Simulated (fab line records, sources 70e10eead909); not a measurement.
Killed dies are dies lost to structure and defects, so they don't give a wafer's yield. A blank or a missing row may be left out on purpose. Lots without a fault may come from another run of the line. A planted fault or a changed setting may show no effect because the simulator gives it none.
Tool commonality check | flow nand_harc | 11 lots, 33 wafers sampled

WHY IT WAS OPENED
At NHARC_P_M2_THK_MEAS_24 the reading thk_nm is flagged on 2 of 11 lots. Wafers without a fault read 144.2 nm, standard deviation 1.6.
Rule: a lot is flagged when every wafer of it that has a number lies more than 4 standard deviations from that mean, or none has a number. The other lots count as sound.

lot  | measured     | on            | thk_nm (nm), wafer by wafer | flag
L646 | day 6 16:31  | film_metro-01 | 142.3 142.2 142.6           |
L647 | day 7 19:43  | film_metro-01 | 143.2 142.2 144.2           |
L649 | day 8 07:04  | film_metro-02 | 147.0 144.7 143.1           |
L651 | day 8 21:13  | film_metro-02 | 142.5 142.8 144.6           |
L654 | day 10 04:55 | film_metro-01 | 145.6 146.5 143.7           |
L658 | day 11 22:51 | film_metro-01 | 144.7 142.4 146.0           |
L659 | day 12 13:00 | film_metro-01 | 142.7 141.5 143.5           |
L662 | day 13 16:05 | film_metro-02 | 398.9 399.0 398.9           | FLAGGED
L663 | day 13 22:56 | film_metro-02 | 396.9 397.9 398.4           | FLAGGED
L664 | day 14 10:28 | film_metro-02 | 144.6 143.6 145.8           |
L668 | day 15 22:49 | film_metro-01 | 144.8 144.2 146.7           |
The numbers of the flagged lots are 398.3 nm on average: +254.1 nm against the usual, or +99 or more standard deviations.

WHICH TOOL RAN EACH LOT
The record holds 2 process steps before the reading, out of a route of 1302 steps. In each cell: the tool, then ch and the chambers that the sampled wafers went through, then the start.
lot  | flag    | NHARC_P_M2_STRIP_18                | NHARC_P_M2_CMP_23
L646 |         | rie_diel-07 ch 0,1,2, day 6 14:26  | cmp-01 ch 0,1,3, day 6 16:14
L647 |         | rie_diel-07 ch 1,2, day 7 17:40    | cmp-01 ch 0,3, day 7 19:24
L649 |         | rie_diel-02 ch 1,2,3, day 8 05:04  | cmp-01 ch 1,2, day 8 06:45
L651 |         | rie_diel-02 ch 0,1,2, day 8 19:10  | cmp-01 ch 0,1, day 8 20:54
L654 |         | rie_diel-07 ch 0,1, day 10 02:50   | cmp-01 ch 1,2, day 10 04:35
L658 |         | rie_diel-02 ch 0,1,3, day 11 20:52 | cmp-01 ch 0,1, day 11 22:34
L659 |         | rie_diel-02 ch 0,1,2, day 12 11:00 | cmp-01 ch 1,2, day 12 12:43
L662 | FLAGGED | rie_diel-02 ch 0,2,3, day 13 14:04 | cmp-01 ch 0,1,2, day 13 15:48
L663 | FLAGGED | rie_diel-05 ch 1,2,3, day 13 20:58 | cmp-01 ch 0,1,3, day 13 22:41
L664 |         | rie_diel-02 ch 2,3, day 14 08:28   | cmp-01 ch 0,3, day 14 10:09
L668 |         | rie_diel-07 ch 0,2,3, day 15 20:51 | cmp-03 ch 0,3, day 15 22:32
What these steps do:
- NHARC_P_M2_STRIP_18: strips in N2/H2.
- NHARC_P_M2_CMP_23: polishes, t overpolish 20 s, target thk 144.3 nm.
- NHARC_P_M2_THK_MEAS_24: measures by xrf.

FLAGGED OVER TOTAL, TOOL BY TOOL (the gauges that took the reading come last)
step                   | tool          | lots run | flagged | share of the flagged lots | sound lots run after its first flagged lot
NHARC_P_M2_STRIP_18    | rie_diel-02   | 6        | 1       | some                      | 1 (L664)
NHARC_P_M2_STRIP_18    | rie_diel-05   | 1        | 1       | some                      | 0
NHARC_P_M2_STRIP_18    | rie_diel-07   | 4        | 0       | none                      | -
NHARC_P_M2_CMP_23      | cmp-01        | 10       | 2       | all                       | 1 (L664)
NHARC_P_M2_CMP_23      | cmp-03        | 1        | 0       | none                      | -
NHARC_P_M2_THK_MEAS_24 | film_metro-01 | 6        | 0       | none                      | -
NHARC_P_M2_THK_MEAS_24 | film_metro-02 | 5        | 2       | all                       | 1 (L664)

WHAT THE TABLE ALLOWS
2 rows of the table ran every flagged lot: cmp-01 at NHARC_P_M2_CMP_23, film_metro-02 at NHARC_P_M2_THK_MEAS_24.
- cmp-01 at NHARC_P_M2_CMP_23: 2 of its 10 lots flagged. Sound lots ran on it after the first flagged one (L664), which a lasting fault on the whole tool wouldn't allow. On the flagged lots its readings are blank where sound lots have values: edge_zone_pressure_frac, motor_current_A, time_to_endpoint_s.
- film_metro-02 at NHARC_P_M2_THK_MEAS_24: 2 of its 5 lots flagged. Sound lots ran on it after the first flagged one (L664), which a lasting fault on the whole tool wouldn't allow.
No row of the table ran every flagged lot and no sound lot after the first.

WHAT THE SIMULATOR HAD PUT IN
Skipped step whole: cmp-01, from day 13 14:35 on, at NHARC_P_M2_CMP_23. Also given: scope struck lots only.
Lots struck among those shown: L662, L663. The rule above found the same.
